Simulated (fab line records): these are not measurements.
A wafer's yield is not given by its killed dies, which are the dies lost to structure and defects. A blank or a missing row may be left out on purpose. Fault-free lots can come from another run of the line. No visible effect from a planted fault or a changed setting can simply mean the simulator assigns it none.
fab line records	flow nandHarc
record: lots: 9	wafers: 27	lastDay: 34
route steps=1302 shown A_CHANNEL_HOLE_D1@466 END@1302
lots untouched by any fault: they come from a run of this same line in which no faults occurred
startH: the number of hours between the record's first day and the start of the first shown wafer of the lot	waitH: time in hours since the lot's previous step	" as in the row above	L1.1+2: a single row standing in for several wafers	- no value, or no start given	* or withheld: withheld	< > ~ a bound
route shown NAME@n: NAME is a module with steps in the file, n the number in the route of the first one	usual: average and standard deviation across the fault-free wafers	same: alike in all rows	chamber/n: place in a boat	sites: the reading at each site	_std_site: the standard deviation of these	_edge_site: mean of outer sites minus mean of inner sites	radiusMm: for every site, how far away it sits from the centre of the wafer	mask NAME#n: copy n	behind: the most recent tool/chamber to have shaped the wafer	hold: why the lot went on hold/how many hours it stayed there/how the hold came to an end	device: which transistor (n, p or np) failed to switch	end of line: the same wafers' tests at the end of the route	where a step has no rows: the recipe by itself	killed: the dies lost at the first sort to structure and to defects; this is not the yield of the wafer	map: a wafer's dies, x killed, . not, _ none there
set.NAME: the run value of the setting; set.NAME@STEP: its run value at that earlier step	model.NAME: the simulator's own value behind a step, which no gauge read
a sample of lots followed through the steps of the route, with each step as a table and each wafer as a row
services: a tool's chamber out of use, with start hour (startH, from the record's first day; less than 0 if before it), hours out, and reason
== steps ==
step: NHARC_A_CHANNEL_HOLE_D1_ETCH_38
recipe: targetDepthA: 390	overEtchFrac: 0.3	timeS: 65	ionEnergyEv: 80	cf4FlowSccm: 150	arFlowSccm: 0	rfW: 300	biasW: 100	chemistry: CF4
usual: biasW: 99.99/0.27	cf4FlowSccm: 150.0/0.4	drypumpMotorCurrentA: 5.64/0.29	mfcArSccm: 0.002/0.0054	oesProductAu: 1.002/0.0081	rfVppV: 151.4/1.4	showerheadPlenumPTorr: 1.77/0.089	throttleValvePct: 13.283/0.0085
lot.wafer	tool	chamber	startH	waitH	biasW	cf4FlowSccm	drypumpMotorCurrentA	mfcArSccm	oesProductAu	rfHoursCounterH	rfVppV	showerheadPlenumPTorr	throttleValvePct
L303.3	rieDiel-01	0	198.64	0.1	99.82	150.6	5.63	0	1.004	15	150.5	1.89	13.285
L303.2	"	2	"	"	100.11	150.2	5.69	0	0.998	14	151.2	1.83	13.294
L303.4	"	2	"	"	99.77	150.1	5.67	0	1.009	-	152.8	1.83	13.290
L309.4	rieDiel-01	2	235.49	0.1	99.67	150.1	5.67	0	1.001	1	151.0	1.83	13.280
L309.3	"	3	"	"	100.19	150.7	5.31	0	0.993	1	149.0	1.66	13.284
L309.5	"	2	"	"	99.51	150.6	5.67	0	0.995	-	151.6	1.83	13.279
L308.4	rieDiel-07	2	235.73	0.1	99.61	150.2	5.96	0	1.000	37	151.5	1.76	13.287
L308.1	"	3	"	"	99.71	149.8	6.13	0	0.990	40	153.9	1.88	13.271
L308.6	"	1	"	"	100.23	149.9	5.71	0	0.994	-	149.8	1.68	13.282
L316.2	rieDiel-07	3	321.82	0.1	99.97	149.8	6.14	0	1.000	7	152.2	1.88	13.285
L316.5	"	3	"	"	100.09	149.6	6.14	0	0.993	-	152.1	1.88	13.294
L316.6	"	0	"	"	100.08	149.6	6.07	0	1.001	-	149.2	1.65	13.288
L319.2	rieDiel-01	2	341.70	0.3	99.99	150.1	5.63	0	0.994	11	153.0	1.83	13.290
L319.3	"	3	"	"	99.99	149.5	5.33	0	0.999	10	149.0	1.66	13.280
L319.1	"	1	"	"	100.08	150.2	5.35	0.012	0.997	11	150.7	1.78	13.272
L322.1	rieDiel-01	1	369.88	0.1	99.67	150.1	5.35	0.012	1.016	14	151.0	1.78	13.281
L322.4	"	2	"	"	100.13	150.0	5.68	0	1.002	14	150.9	1.83	13.294
L322.2	"	0	"	"	99.88	149.8	5.62	0	1.008	11	152.3	1.89	13.290
L324.4	rieDiel-07	2	381.75	0.1	100.41	151.0	5.96	0	1.023	24	151.0	1.75	13.268
L324.2	"	3	"	"	100.07	150.5	6.11	0	1.005	22	151.1	1.87	13.282
L324.5	"	2	"	"	99.98	150.3	6.00	0	1.017	-	151.3	1.75	13.291
L325.4	rieDiel-01	2	390.91	0.1	100.19	150.8	5.69	0	1.004	0	152.1	1.83	13.285
L325.2	"	3	"	"	99.69	149.7	5.29	0	0.999	0	151.0	1.66	13.269
L325.6	"	2	"	"	100.14	149.9	5.68	0	1.002	-	152.5	1.83	13.290
L326.2	rieDiel-07	3	414.42	0.1	99.91	149.6	6.14	0	0.997	39	152.9	1.87	13.276
L326.6	"	2	"	"	99.86	149.3	5.92	0	1.018	-	150.8	1.75	13.292
L326.4	"	3	"	"	99.71	150.3	6.13	0	1.005	-	152.4	1.87	13.296
step: NHARC_A_CHANNEL_HOLE_D1_ETCH_23
recipe: biasV: 5000	sourceW: withheld	pressureMtorr: 20	timeS: 819	arFlowSccm: 375	c4f8FlowSccm: 89.3	o2FlowSccm: 35.7	tempC: -20	targetDepthA: 16000	chemistry: C4F8/O2/Ar
usual: c4f8FlowSccm: 89.30/0.27	chamberPressureMTorr: 19.998/0.016	drypumpMotorCurrentA: 6.08/0.28	mfcArSccm: 374.8/1.2	showerheadPlenumPTorr: 3.63/0.15	tempC: -20.00/0.11	throttleValvePct: 32.155/0.01
lot.wafer	tool	chamber	startH	waitH	c4f8FlowSccm	chamberPressureMTorr	drypumpMotorCurrentA	mfcArSccm	rfHoursCounterH	showerheadPlenumPTorr	tempC	throttleValvePct
L303.2	harEtch-01	1	201.29	0.5	89.32	19.946	5.93	374.7	93	3.73	-20.02	32.158
L303.4	"	0	"	"	89.30	19.989	6.19	375.6	-	3.58	-19.90	32.161
L303.3	"	1	"	"	88.93	19.999	5.86	374.6	-	3.72	-20.06	32.164
L309.4	harEtch-01	0	239.21	0.5	-	-	-	-	-	-	-	-
L309.3	"	1	"	"	-	-	-	-	-	-	-	-
L309.5	"	1	"	"	-	-	-	-	-	-	-	-
L308.1	harEtch-02	1	241.65	0.9	-	-	-	-	-	-	-	-
L308.4	"	1	"	"	-	-	-	-	-	-	-	-
L308.6	"	1	"	"	-	-	-	-	-	-	-	-
L316.2	harEtch-01	1	324.60	0.5	89.04	19.998	5.87	374.9	169	3.68	-20.15	32.139
L316.6	"	0	"	"	89.20	19.976	6.14	376.0	-	3.54	-19.87	32.146
L316.5	"	1	"	"	89.08	19.981	5.96	375.0	-	3.68	-19.92	32.157
L319.1	harEtch-01	1	344.84	0.5	89.49	19.989	5.96	375.7	184	3.68	-19.87	32.143
L319.2	"	0	"	"	89.31	19.987	6.18	377.9	184	3.53	-20.04	32.157
L319.3	"	1	"	"	89.32	20.013	5.96	377.1	-	3.68	-20.00	32.144
L322.2	harEtch-01	1	372.42	0.5	89.45	20.003	5.90	375.0	200	3.67	-20.07	32.146
L322.1	"	0	"	"	89.35	20.019	6.15	374.8	200	3.52	-20.22	32.166
L322.4	"	1	"	"	89.45	19.976	5.92	373.3	-	3.67	-19.87	32.174
L324.2	harEtch-01	1	394.48	0.5	89.26	20.003	5.85	374.4	215	3.66	-19.97	32.150
L324.4	"	1	"	"	89.03	20.013	5.88	376.2	-	3.66	-20.00	32.163
L324.5	"	0	"	"	88.96	19.998	6.16	376.0	-	3.52	-20.05	32.152
L325.2	harEtch-01	1	398.66	0.5	89.03	20.003	5.87	375.7	219	3.66	-20.12	32.146
L325.4	"	1	"	"	88.89	20.002	5.88	376.2	-	3.66	-20.13	32.171
L325.6	"	0	"	"	89.04	20.001	6.18	374.0	-	3.51	-20.01	32.155
L326.2	harEtch-02	0	417.47	0.5	89.46	19.962	6.52	376.2	16	3.88	-20.00	32.162
L326.4	"	0	"	"	89.67	20.003	6.53	376.0	-	3.88	-20.01	32.158
L326.6	"	0	"	"	89.59	20.003	6.52	377.2	-	3.88	-19.97	32.139
step: NHARC_A_CHANNEL_HOLE_D1_ETCH_26
recipe: biasV: 300	sourceW: 2000	pressureMtorr: 30	timeS: 224.1	arFlowSccm: 375	c4f8FlowSccm: 11.4	o2FlowSccm: 113.6	tempC: -20	targetDepthA: 3000	chemistry: C4F8/O2/Ar
usual: biasV: 300.1/2.8	c4f8FlowSccm: 11.40/0.033	drypumpMotorCurrentA: 6.08/0.29	mfcArSccm: 375.0/1.1	showerheadPlenumPTorr: 3.67/0.16	tempC: -20.01/0.1	throttleValvePct: 24.585/0.0096
lot.wafer	tool	chamber	startH	waitH	biasV	c4f8FlowSccm	drypumpMotorCurrentA	mfcArSccm	rfHoursCounterH	showerheadPlenumPTorr	tempC	throttleValvePct
L303.2	harEtch-01	1	203.55	0.6	306.9	11.34	5.92	376.2	95	3.77	-20.07	24.581
L303.4	"	0	"	"	299.9	11.42	6.16	375.2	-	3.62	-20.08	24.583
L303.3	"	1	"	"	305.6	11.41	5.94	376.7	-	3.77	-20.12	24.591
L309.4	harEtch-01	0	241.41	0.5	299.9	11.44	6.20	376.1	-	3.60	-20.07	24.595
L309.3	"	1	"	"	296.2	11.38	5.87	374.8	-	3.76	-19.98	24.574
L309.5	"	1	"	"	301.8	11.35	5.84	374.9	-	3.76	-20.13	24.575
L308.1	harEtch-02	1	246.32	1.5	304.5	11.40	5.74	375.3	332	3.54	-20.06	24.576
L308.4	"	1	"	"	296.5	11.41	5.74	374.5	-	3.54	-19.92	24.592
L308.6	"	1	"	"	302.7	11.38	5.76	374.1	-	3.54	-19.90	24.583
L316.2	harEtch-01	1	326.87	0.6	305.2	11.39	5.91	377.1	171	3.73	-20.06	24.602
L316.6	"	0	"	"	302.8	11.41	6.19	374.0	-	3.58	-20.17	24.592
L316.5	"	1	"	"	297.0	11.40	5.88	376.0	-	3.73	-20.04	24.590
L319.1	harEtch-01	1	347.18	0.7	303.4	11.40	5.88	374.6	187	3.72	-20.05	24.584
L319.2	"	0	"	"	301.4	11.42	6.17	376.9	187	3.57	-20.17	24.563
L319.3	"	1	"	"	299.7	11.43	5.88	374.3	-	3.72	-20.18	24.567
L322.2	harEtch-01	1	374.77	0.7	297.5	11.41	5.92	374.8	202	3.71	-20.07	24.585
L322.1	"	0	"	"	296.1	11.42	6.17	374.6	202	3.56	-19.87	24.582
L322.4	"	1	"	"	298.3	11.38	5.85	373.7	-	3.71	-19.99	24.602
L324.2	harEtch-01	1	396.76	0.6	301.2	11.40	5.93	374.3	218	3.70	-19.85	24.590
L324.4	"	1	"	"	299.8	11.43	5.88	375.2	-	3.70	-19.98	24.593
L324.5	"	0	"	"	298.3	11.39	6.19	376.1	-	3.55	-20.04	24.592
L325.2	harEtch-01	1	400.91	0.6	299.3	11.38	5.90	374.6	222	3.70	-20.13	24.589
L325.4	"	1	"	"	302.6	11.35	5.90	375.0	-	3.70	-19.98	24.573
L325.6	"	0	"	"	301.9	11.37	6.14	375.3	-	3.55	-19.96	24.589
L326.2	harEtch-02	0	419.74	0.6	299.6	11.41	6.55	374.2	18	3.93	-20.11	24.575
L326.4	"	0	"	"	298.4	11.45	6.56	375.3	-	3.93	-20.13	24.580
L326.6	"	0	"	"	298.7	11.41	6.57	377.3	-	3.93	-20.15	24.601
step: NHARC_A_CHANNEL_HOLE_D1_ETCH_33
recipe: biasV: 400	sourceW: 2000	pressureMtorr: 25	timeS: 90	arFlowSccm: 375	c4f8FlowSccm: 41.7	o2FlowSccm: 83.3	tempC: -20	targetDepthA: 4000	chemistry: C4F8/O2/Ar
usual: biasV: 400/3.5	c4f8FlowSccm: 41.70/0.12	drypumpMotorCurrentA: 6.07/0.29	mfcArSccm: 374.9/1	showerheadPlenumPTorr: 3.67/0.16	tempC: -20.00/0.12	throttleValvePct: 27.619/0.0095
lot.wafer	tool	chamber	startH	waitH	biasV	c4f8FlowSccm	drypumpMotorCurrentA	mfcArSccm	rfHoursCounterH	showerheadPlenumPTorr	tempC	throttleValvePct
L303.2	harEtch-01	1	203.74	0.2	400	41.55	5.86	374.7	95	3.77	-20.10	27.622
L303.4	"	0	"	"	400	41.67	6.13	374.7	-	3.62	-20.03	27.635
L303.3	"	1	"	"	401	41.53	5.91	374.2	-	3.77	-20.23	27.630
L309.4	harEtch-01	0	241.60	0.2	398	41.76	6.17	375.6	-	3.60	-20.04	27.624
L309.3	"	1	"	"	392	41.51	5.87	374.5	-	3.75	-20.03	27.602
L309.5	"	1	"	"	396	41.51	5.87	375.2	-	3.75	-19.82	27.616
L308.1	harEtch-02	1	246.72	0.3	406	41.85	5.73	374.3	333	3.54	-20.17	27.599
L308.4	"	1	"	"	406	41.70	5.74	376.3	-	3.54	-20.07	27.625
L308.6	"	1	"	"	406	41.90	5.72	375.8	-	3.54	-20.11	27.633
L316.2	harEtch-01	1	327.07	0.2	403	41.73	5.91	373.6	172	3.72	-19.98	27.611
L316.6	"	0	"	"	404	41.76	6.15	374.8	-	3.57	-19.98	27.604
L316.5	"	1	"	"	405	41.86	5.89	372.7	-	3.72	-20.03	27.605
L319.1	harEtch-01	1	347.38	0.2	403	41.80	5.86	374.8	187	3.71	-19.92	27.614
L319.2	"	0	"	"	400	41.63	6.11	374.5	187	3.57	-20.03	27.608
L319.3	"	1	"	"	400	41.95	5.88	375.1	-	3.71	-19.89	27.615
L322.2	harEtch-01	1	374.97	0.2	397	41.66	5.90	374.4	202	3.70	-19.94	27.612
L322.1	"	0	"	"	398	41.67	6.15	376.0	202	3.56	-19.97	27.606
L322.4	"	1	"	"	398	41.81	5.89	374.1	-	3.71	-19.85	27.600
L324.2	harEtch-01	1	396.96	0.2	400	41.69	5.91	375.2	218	3.70	-20.09	27.615
L324.4	"	1	"	"	398	41.56	5.87	375.2	-	3.70	-20.05	27.620
L324.5	"	0	"	"	399	41.73	6.17	373.4	-	3.55	-19.84	27.618
L325.2	harEtch-01	1	401.10	0.2	403	41.56	5.89	376.0	222	3.69	-20.02	27.635
L325.4	"	1	"	"	404	41.90	5.87	376.2	-	3.69	-19.98	27.631
L325.6	"	0	"	"	397	41.59	6.20	373.0	-	3.55	-19.68	27.610
L326.2	harEtch-02	0	419.94	0.2	399	41.65	6.55	374.0	19	3.92	-20.00	27.616
L326.4	"	0	"	"	398	41.64	6.54	373.4	-	3.92	-20.03	27.614
L326.6	"	0	"	"	390	41.73	6.54	372.6	-	3.92	-20.21	27.620
step: NHARC_A_CHANNEL_HOLE_D1_CD_MEAS_30
usual: cdNm: 89.7/1
lot.wafer	tool	chamber	startH	waitH	cdNm
L303.2	cdSem-03	-	205.30	-	89.8
L303.3	"	-	"	"	90.1
L303.4	"	-	"	"	89.9
L309.3	cdSem-01	-	243.10	-	0.4
L309.4	"	-	"	"	0.2
L309.5	"	-	"	"	0.5
L308.1	cdSem-03	-	248.45	-	0.4
L308.4	"	-	"	"	0.3
L308.6	"	-	"	"	0.0
L316.2	cdSem-02	-	328.58	-	88.3
L316.5	"	-	"	"	89.3
L316.6	"	-	"	"	88.6
L319.1	cdSem-01	-	348.92	-	90.5
L319.2	"	-	"	"	90.3
L319.3	"	-	"	"	91.6
L322.1	cdSem-01	-	376.50	-	90.5
L322.2	"	-	"	"	91.7
L322.4	"	-	"	"	89.2
L324.2	cdSem-03	-	398.47	-	89.5
L324.4	"	-	"	"	89.0
L324.5	"	-	"	"	89.7
L325.2	cdSem-03	-	402.67	0.1	89.5
L325.4	"	-	"	"	88.6
L325.6	"	-	"	"	89.0
L326.2	cdSem-03	-	421.45	-	90.2
L326.4	"	-	"	"	89.6
L326.6	"	-	"	"	89.1
step: NHARC_A_CHANNEL_HOLE_D1_XSEM_31
recipe: landingEnergyEv: 35000
usual: botCdNm: 74.3/1.2	bowNm: 8.73/0.21	tiltDeg: 0.07/0.047
lot.wafer	tool	chamber	startH	waitH	botCdNm	bowNm	tiltDeg
L303.2	xsem-02	0	205.39	0.1	75.0	9.09	0.13
L303.3	"	0	"	"	74.8	9.08	0.13
L303.4	"	0	"	"	75.0	9.09	0.13
L309.3	xsem-02	0	243.20	0.1	0.0	0.59	0.08
L309.4	"	0	"	"	0.0	0.58	0.08
L309.5	"	0	"	"	0.3	0.59	0.09
L308.1	xsem-01	0	248.53	0.1	0.9	0.52	-0.01
L308.4	"	0	"	"	0.5	0.52	-0.01
L308.6	"	0	"	"	0.6	0.52	-0.01
L316.2	xsem-01	0	328.67	0.1	73.5	8.54	0.05
L316.5	"	0	"	"	74.5	8.59	0.05
L316.6	"	0	"	"	74.0	8.54	0.05
L319.1	xsem-02	0	349.01	0.1	74.6	8.37	0.17
L319.2	"	0	"	"	75.0	8.46	0.17
L319.3	"	0	"	"	75.4	8.48	0.17
L322.1	xsem-02	0	376.60	0.1	75.9	8.43	0.11
L322.2	"	0	"	"	77.4	8.42	0.11
L322.4	"	0	"	"	74.4	8.40	0.11
L324.2	xsem-01	0	398.55	0.1	73.4	8.81	0.04
L324.4	"	0	"	"	72.9	8.89	0.04
L324.5	"	0	"	"	75.0	8.85	0.04
L325.2	xsem-02	0	402.77	0.1	73.6	8.64	0.11
L325.4	"	0	"	"	73.0	8.55	0.11
L325.6	"	0	"	"	73.1	8.54	0.11
L326.2	xsem-02	0	421.55	0.1	74.6	8.91	0.08
L326.4	"	0	"	"	74.1	8.95	0.08
L326.6	"	0	"	"	74.0	8.94	0.08
step: NHARC_END_SORT_01
recipe: tempC: 25
usual: killedAtArray: 56/21	killedAtOther: 1.2/1.6	killedAtPeriphery: 3.7/2.5	killedDies: 61/21	killedOpen: 3.1/1.8	killedShort: 2.8/1.7
same: grossDies: 677
lot.wafer	tool	chamber	startH	waitH	killedAtArray	killedAtOther	killedAtPeriphery	killedDies	killedOpen	killedShort
L303.2	prober-02	0	575.70	2.8	52	2	1	55	2	6
L303.3	prober-02	0	576.50	3.1	39	1	2	42	2	2
L303.4	prober-02	0	577.30	3.4	47	0	1	48	4	2
L309.3	prober-02	0	602.31	3.0	674	0	3	677	8	5
L309.4	prober-02	0	603.08	3.3	677	0	0	677	5	6
L309.5	prober-02	0	603.85	3.6	669	3	5	677	6	10
L308.1	prober-01	0	620.27	2.5	670	1	6	677	4	8
L308.4	prober-01	0	622.70	3.4	669	1	7	677	5	2
L308.6	prober-01	0	624.32	4.0	671	1	5	677	4	1
L316.2	prober-02	0	691.18	2.8	20	0	4	24	6	2
L316.5	prober-02	0	693.53	3.6	23	0	1	24	2	3
L316.6	prober-02	0	694.32	3.9	22	0	1	23	7	2
killed by level:class
L303.2 A_CHANNEL_HOLE_D2:chamberFilmFlake=39 A_ONON_D2:geometricParticle:short=2 A_CHANNEL_HOLE_D2:geometricParticle:short=2 A_CHANNEL_HOLE_D1:chamberFilmFlake=2 A_CONTACT:chamberFilmFlake=2 THIN_TSV:chamberFilmFlake=2 P_M0:geometricParticle:open=1 A_CHANNEL_FILL_D1:geometricParticle:short=1
L303.3 A_CHANNEL_HOLE_D2:chamberFilmFlake=28 P_STI:chamberFilmFlake=2 A_STAIRCASE:chamberFilmFlake=2 A_ONON_D1:geometricParticle:short=1 A_CHANNEL_FILL_D1:geometricParticle:open=1 A_CHANNEL_HOLE_D2:geometricParticle:open=1 A_M1:geometricParticle:short=1 A_ZERO_WELL:chamberFilmFlake=1
L303.4 A_CHANNEL_HOLE_D2:chamberFilmFlake=34 A_CONTACT:chamberFilmFlake=6 A_CHANNEL_HOLE_D1:geometricParticle:open=1 A_CHANNEL_FILL_D2:geometricParticle:open=1 A_CHANNEL_FILL_D2:geometricParticle:short=1 A_WL_FILL:geometricParticle:short=1 A_BLC:geometricParticle:open=1 A_M0:geometricParticle:open=1
L309.3 A_CHANNEL_HOLE_D1:areaEtch=594 A_SLIT:chamberFilmFlake=33 A_CHANNEL_HOLE_D2:chamberFilmFlake=31 A_CHANNEL_HOLE_D1:geometricParticle:open=4 A_CHANNEL_HOLE_D1:chamberFilmFlake=4 A_CHANNEL_HOLE_D1:geometricParticle:short=3 P_CONTACT:geometricParticle:short=1 P_M0:geometricParticle:open=1
L309.4 A_CHANNEL_HOLE_D1:areaEtch=603 A_CHANNEL_HOLE_D2:chamberFilmFlake=31 A_SLIT:chamberFilmFlake=19 A_CHANNEL_HOLE_D1:geometricParticle:short=5 A_CHANNEL_HOLE_D1:geometricParticle:open=4 A_CHANNEL_HOLE_D1:chamberFilmFlake=4 A_CHANNEL_FILL_D1:chamberFilmFlake=3 A_STAIRCASE:chamberFilmFlake=2
L309.5 A_CHANNEL_HOLE_D1:areaEtch=585 A_CHANNEL_HOLE_D2:chamberFilmFlake=31 A_SLIT:chamberFilmFlake=24 A_CHANNEL_HOLE_D1:geometricParticle:short=7 A_CHANNEL_HOLE_D1:chamberFilmFlake=6 A_CONTACT:chamberFilmFlake=4 A_CHANNEL_HOLE_D1:geometricParticle:open=3 P_M2:chamberFilmFlake=3
L308.1 A_CHANNEL_HOLE_D1:areaEtch=585 A_CHANNEL_HOLE_D1:chamberFilmFlake=34 A_SLIT:chamberFilmFlake=23 A_CHANNEL_HOLE_D2:chamberFilmFlake=7 A_WL_FILL:chamberFilmFlake=4 A_DECK1_JOINT:chamberFilmFlake=3 A_CHANNEL_FILL_D1:geometricParticle:open=2 A_CHANNEL_HOLE_D2:geometricParticle:short=2
L308.4 A_CHANNEL_HOLE_D1:areaEtch=594 A_CHANNEL_HOLE_D1:chamberFilmFlake=29 A_SLIT:chamberFilmFlake=21 A_CHANNEL_HOLE_D2:chamberFilmFlake=12 A_CONTACT:chamberFilmFlake=4 A_CHANNEL_FILL_D2:geometricParticle:open=2 P_STI:chamberFilmFlake=2 P_M2:chamberFilmFlake=2
L308.6 A_CHANNEL_HOLE_D1:areaEtch=617 A_CHANNEL_HOLE_D1:chamberFilmFlake=23 A_SLIT:chamberFilmFlake=14 A_CHANNEL_HOLE_D2:chamberFilmFlake=6 P_M2:chamberFilmFlake=4 A_WL_FILL:chamberFilmFlake=3 A_CONTACT:chamberFilmFlake=3 A_M0:geometricParticle:open=2
L316.2 A_CHANNEL_HOLE_D1:chamberFilmFlake=7 A_SLIT:chamberFilmFlake=3 A_DECK1_JOINT:geometricParticle:open=2 A_CONTACT:chamberFilmFlake=2 P_GATE:geometricParticle:short=1 P_CONTACT:geometricParticle:open=1 A_CHANNEL_FILL_D2:geometricParticle:open=1 A_WL_FILL:geometricParticle:short=1
L316.5 A_CHANNEL_HOLE_D1:chamberFilmFlake=7 A_SLIT:chamberFilmFlake=5 A_STAIRCASE:chamberFilmFlake=2 A_ONON_D1:geometricParticle:short=1 A_CHANNEL_FILL_D1:geometricParticle:short=1 A_CHANNEL_FILL_D2:geometricParticle:open=1 A_SLIT:geometricParticle:short=1 A_WL_FILL:geometricParticle:open=1
L316.6 A_CHANNEL_HOLE_D1:chamberFilmFlake=8 A_SLIT:chamberFilmFlake=3 A_CONTACT:geometricParticle:open=2 A_M0:geometricParticle:open=2 A_CONTACT:chamberFilmFlake=2 P_M1:geometricParticle:open=1 A_CHANNEL_FILL_D1:geometricParticle:open=1 A_ONON_D2:geometricParticle:short=1
== services ==
tool	chamber	startH	hours	kind
harEtch-01	-	191.22	0.3	repair
rieDiel-01	1	195.74	3.0	repair
rieDiel-01	3	201.20	7.4	repair
rieDiel-01	-	204.03	9.0	pm
harEtch-02	0	222.71	-	consumableReplace:showerhead
harEtch-02	0	222.71	17.0	scheduledDown
harEtch-02	0	222.71	17.0	ventCycle
harEtch-02	1	247.09	-	consumableReplace:focusRing
harEtch-02	1	247.09	17.0	scheduledDown
harEtch-02	1	247.09	17.0	ventCycle
rieDiel-07	-	253.45	0.7	repair
rieDiel-07	0	275.90	13.9	repair
rieDiel-07	-	294.35	9.0	pm
rieDiel-07	3	327.72	7.0	repair
xsem-01	-	328.82	0.9	repair
rieDiel-01	0	340.62	2.5	repair
xsem-01	-	374.00	14.0	pm
harEtch-02	-	377.00	17.0	pm
harEtch-02	0	377.00	17.0	ventCycle
harEtch-02	1	377.00	17.0	ventCycle
rieDiel-01	-	381.03	9.0	pm
harEtch-02	0	394.00	-	clean
harEtch-02	0	394.00	-	consumableReplace:esc
rieDiel-07	1	400.98	15.2	repair
== key ==
firstSign: step: NHARC_A_CHANNEL_HOLE_D1_ETCH_23	reading: toolRecord	direction: missing
effect: step: NHARC_A_CHANNEL_HOLE_D1_CD_MEAS_30	reading: cdNm	direction: down	sigmas: 90	usual: 89.7	struck: 0.3
effect: step: NHARC_A_CHANNEL_HOLE_D1_XSEM_31	reading: botCdNm	direction: down	sigmas: 62	usual: 74.3	struck: 0.4
effect: step: NHARC_END_SORT_01	reading: killedAtArray	direction: up	sigmas: 29	usual: 56	struck: 672
moreKillsBornAt: NHARC_A_CHANNEL_HOLE_D1_ETCH_23@harEtch-02: 1796	NHARC_A_CHANNEL_HOLE_D1_ETCH_23@harEtch-01: 1781
metAt NHARC_A_CHANNEL_HOLE_D1_ETCH_23
struckLots L308,L309
laterRowsLeftOut L308.1,L308.4,L308.6,L309.3,L309.4,L309.5
testerLeftOut L308,L309
notActingAt NHARC_A_CHANNEL_HOLE_D1_ETCH_38,NHARC_A_CHANNEL_HOLE_D1_ETCH_26,NHARC_A_CHANNEL_HOLE_D1_ETCH_33
onsetBetween 201.29 239.21
fault: kind: skippedStepWhole	tool: harEtch-01,harEtch-02	chamber: -	onsetH: 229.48	steps: NHARC_A_CHANNEL_HOLE_D1_ETCH_23	scope: struckLotsOnly
testerLeftOut: of these lots the tester's yield and bins aren't shown, on N5 and GAA mostly nor the transistor test; their killed dies are dies lost to structure and defects alone, not to doping, threshold or leakage, so they don't give the yield
laterRowsLeftOut: the simulator's readings of these wafers behind a module that went badly wrong aren't trusted and aren't shown, but for the sort
